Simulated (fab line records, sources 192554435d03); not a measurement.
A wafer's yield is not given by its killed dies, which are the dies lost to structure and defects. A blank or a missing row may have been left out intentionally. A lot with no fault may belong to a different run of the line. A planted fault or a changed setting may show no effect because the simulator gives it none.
Lot-split experiment -- flow n5Finfet -- 21 wafers read from 7 lots, route of 1938 steps

THE SPLIT
At N5_BEOL_M0_SAQP_PECVD_04 (deposits a-Si from SiH4/He, target thk 60 nm, time 60.2 s), the setting timeS was moved away from the recipe's 60.2 s on 7 of the 21 wafers read, by -13.2% to +3.8%. The other wafers ran this setting at the recipe's value.

The reading comes from the split's own step.

THE READING
a-Si_of_BEOL_M0_SAQP_PECVD_04.thkNm (the simulator's own value, which no gauge read), in nm, at N5_BEOL_M0_SAQP_PECVD_04 (deposits a-Si from SiH4/He, target thk 60 nm, time 60.2 s). No usual value for it is given in the file. Here, 14 wafers ran the recipe; their average is 60.0 nm with a standard deviation of 0.71 nm.

wafer,"tool, chamber at the split","timeS as run, s",against the recipe,"a-Si_of_BEOL_M0_SAQP_PECVD_04.thkNm, nm",against lot-mates on the recipe
L074.2,"pecvd-03, 0",60.2,recipe,60.4,-
L074.3,"pecvd-03, 1",60.2,recipe,59.8,-
L074.5,"pecvd-03, 0",55.67,-7.5%,56.6,-3.5
L083.2,"pecvd-02, 0",52.28,-13.2%,52,-8.0
L083.4,"pecvd-02, 0,1",60.2,recipe,60,-
L083.6,"pecvd-02, 0,1",60.2,recipe,60,-
L082.2,"pecvd-03, 1",55.33,-8.1%,55.2,-4.8
L082.4,"pecvd-03, 2",55.33,-8.1%,54.6,-5.4
L082.6,"pecvd-03, 1",60.2,recipe,60,-
L087.2,"pecvd-03, 2",53.73,-10.7%,53.4,-7.8
L087.5,"pecvd-03, 1",60.2,recipe,61.2,-
L087.6,"pecvd-03, 2",53.73,-10.7%,53.6,-7.6
L089.3,"pecvd-03, 1,2",60.2,recipe,60.6,-
L089.5,"pecvd-03, 1,2",60.2,recipe,60.6,-
L089.4,"pecvd-03, 1",60.2,recipe,60.8,-
L091.2,"pecvd-01, 0",60.2,recipe,59.2,-
L091.3,"pecvd-01, 2",60.2,recipe,58.6,-
L091.4,"pecvd-01, 2",60.2,recipe,59.8,-
L095.1,"pecvd-02, 1",60.2,recipe,59,-
L095.5,"pecvd-02, 2",62.49,+3.8%,61.8,+2.0
L095.6,"pecvd-02, 1",60.2,recipe,60.6,-
The file does not say which wafer passed through which chamber wherever a row lists several chambers: such a row stands for several wafers.

THE FIT
A straight line over all 21 wafers: a-Si_of_BEOL_M0_SAQP_PECVD_04.thkNm changes by +0.595 nm for each +1% of timeS; r = +0.97; the points scatter about the line by 0.68 nm.
The same after taking each lot's own level away (the mean of its wafers on the recipe; 21 wafers): +0.638 nm for each +1%; r = +0.98; scatter 0.56 nm.
Per that fit: largest timeS move, reading shift of 8.4 nm.
The span of the lots' own levels, 59.20 to 61.20 nm, comes to 2.8 times the standard deviation stated above.
Consequently the slope shifts little with the lot-to-lot level, the two slopes agreeing.
Check: for one of the wafers moved furthest among these (-13.2%), held out of the fit, the line's prediction against its lot-mates is -8.57 nm. It came out at -8 nm against them.

ADDITIONAL SPLITS CARRIED BY THESE WAFERS
Before the reading, these wafers also passed through other splits. Each is held against what the fit with the lots' levels taken away leaves over:
other split on the same wafers,wafers away from the commonest value,r with a-Si_of_BEOL_M0_SAQP_PECVD_04.thkNm (lot level and that fit taken away)
N5_SDB_CUT_ETCH_26 biasW,as run: not given for these wafers,-
N5_SDB_ALD_29 aldCycles,7,-0.28
N5_MOL_CONTACT_COAG_ETCH_105 biasW,8,+0.54
N5_MOL_CONTACT_COAG_COAT_64 spinRpm,5,-0.16

THE WHOLE CHAIN: every reading that the file lists as answering this split, in the file's order
step,what it does,reading,change (the file's fit),r (the file's)
N5_BEOL_M0_SAQP_PECVD_04,"deposits a-Si from SiH4/He, target thk 60 nm, time 60.2 s","a-Si_of_BEOL_M0_SAQP_PECVD_04.thkNm (the simulator's own value, which no gauge read)",+0.619 nm for each +1% of the setting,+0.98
N5_BEOL_M0_SAQP_THK_MEAS_05,,thkNm,withheld for each +1% of the setting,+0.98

FILE'S OWN FIT
a-Si_of_BEOL_M0_SAQP_PECVD_04.thkNm changes by +0.619 nm for each +1% of timeS, r = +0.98.
